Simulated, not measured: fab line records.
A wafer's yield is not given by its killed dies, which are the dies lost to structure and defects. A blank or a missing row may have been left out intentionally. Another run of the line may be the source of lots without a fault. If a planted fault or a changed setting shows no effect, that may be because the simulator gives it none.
A struck lot beside a sound one ; flow nandHarc ; 13 out of 1302 route steps
Sound: these wafers, L483.1, L483.3, L483.5. Struck: wafer L492.3; the same lot's L492.4 was not struck, so it is left out; see the end for the cause.
Each step with rows lists, per side, the tool, then ch with its chambers, then its first start. Under that, the readings that differ: sound wafers ; struck wafers ; difference of the means ; sigmas: that difference in standard deviations of wafers without a fault.
alike: a reading whose means differ by less than 2 such deviations, as well as words and numbers matching on both sides. not compared: withheld readings; readings where some wafer has no value; bounds like >300 that might hide an equal value; numbers whose values overlap and for which the record gives no deviation.
Wherever a step has rows on one side only, a row that says differs or no value, or a row with sigmas, the two part there. Non-overlapping numbers with no deviation appear without sigmas and do not part them. A reading missing from all wafers of one side parts the sides only when that side holds two or more wafers.

NHARC_A_STAIRCASE_TRIM_14: chemistry O2, time 211.2 s.
  sound: rieDiel-08 ch 0,3; struck: rieDiel-08 ch 0
  alike: drypumpMotorCurrentA, o2FlowSccm, oesProductAu, rfVppV, showerheadPlenumPTorr, throttleValvePct
  not compared: rfHoursCounterH
then, 3 steps without rows for these wafers: NHARC_A_STAIRCASE_ETCH_15 (etches the open film in C4F8/O2, target depth 100 nm, time 40.5 s); NHARC_A_STAIRCASE_TRIM_16 (chemistry O2, time 211.2 s); NHARC_A_STAIRCASE_ETCH_17 (etches the open film in C4F8/O2, target depth 100 nm, time 40.5 s).
NHARC_A_STAIRCASE_TRIM_18: chemistry O2, time 211.2 s.
  sound on rieDiel-08 ch 2,3; struck on rieDiel-12 ch 1, day 20 10:00
reading;sound;struck;difference;sigmas
showerheadPlenumPTorr (Torr);3.30 3.34 3.30;3.62;+0.31;+2
throttleValvePct (%);17.035 17.048 17.046;17.017;-0.026;-3
  alike: drypumpMotorCurrentA, o2FlowSccm, oesProductAu, rfVppV
  not compared: rfHoursCounterH
then, 3 steps without rows for these wafers: NHARC_A_STAIRCASE_ETCH_19 (etches the open film in C4F8/O2, target depth 100 nm, time 40.5 s); NHARC_A_STAIRCASE_TRIM_20 (chemistry O2, time 211.2 s); NHARC_A_STAIRCASE_ETCH_21 (etches the open film in C4F8/O2, target depth 100 nm, time 40.5 s).
NHARC_A_STAIRCASE_TRIM_22: chemistry O2, time 211.2 s.
  sound: rieDiel-12 ch 0,1,3; struck: rieDiel-12 ch 0
reading;sound;struck;difference;sigmas
o2FlowSccm (sccm);497.7 498.1 500.3;501.9;+3.2;+2
  alike: drypumpMotorCurrentA, oesProductAu, rfVppV, showerheadPlenumPTorr, throttleValvePct
  not compared: rfHoursCounterH
NHARC_A_STAIRCASE_ETCH_23: etches the open film in C4F8/O2, target depth 100 nm, time 40.5 s.
  sound: rieDiel-12 ch 2,3; struck: rieDiel-12 ch 3
  alike: oesProductAu, rfVppV, runLengthS
  not compared: rfHoursCounterH
NHARC_A_STAIRCASE_TRIM_24: chemistry O2, time 211.2 s.
  sound: rieDiel-12 ch 2,3; struck: rieDiel-12 ch 0
  alike: drypumpMotorCurrentA, o2FlowSccm, oesProductAu, rfVppV, showerheadPlenumPTorr, throttleValvePct
  not compared: rfHoursCounterH
NHARC_A_STAIRCASE_ETCH_25: etches the open film in C4F8/O2, target depth 100 nm, time 40.5 s.
  sound on rieDiel-12 ch 0,2,3, day 15 23:39; struck on rieDiel-12 ch 3, day 20 11:01
reading;sound;struck;difference;sigmas
runLengthS (s);61.4 61.9 62.2;70.9;+9.1;+17
  alike: oesProductAu, rfVppV
  not compared: rfHoursCounterH
then, 1 step without rows for these wafers: NHARC_A_STAIRCASE_TRIM_26 (chemistry O2, time 211.2 s).

== WHERE THEY PART ==
At NHARC_A_STAIRCASE_TRIM_18 first; at NHARC_A_STAIRCASE_ETCH_25 last (within this record only).

WHY: the cause the simulator had injected
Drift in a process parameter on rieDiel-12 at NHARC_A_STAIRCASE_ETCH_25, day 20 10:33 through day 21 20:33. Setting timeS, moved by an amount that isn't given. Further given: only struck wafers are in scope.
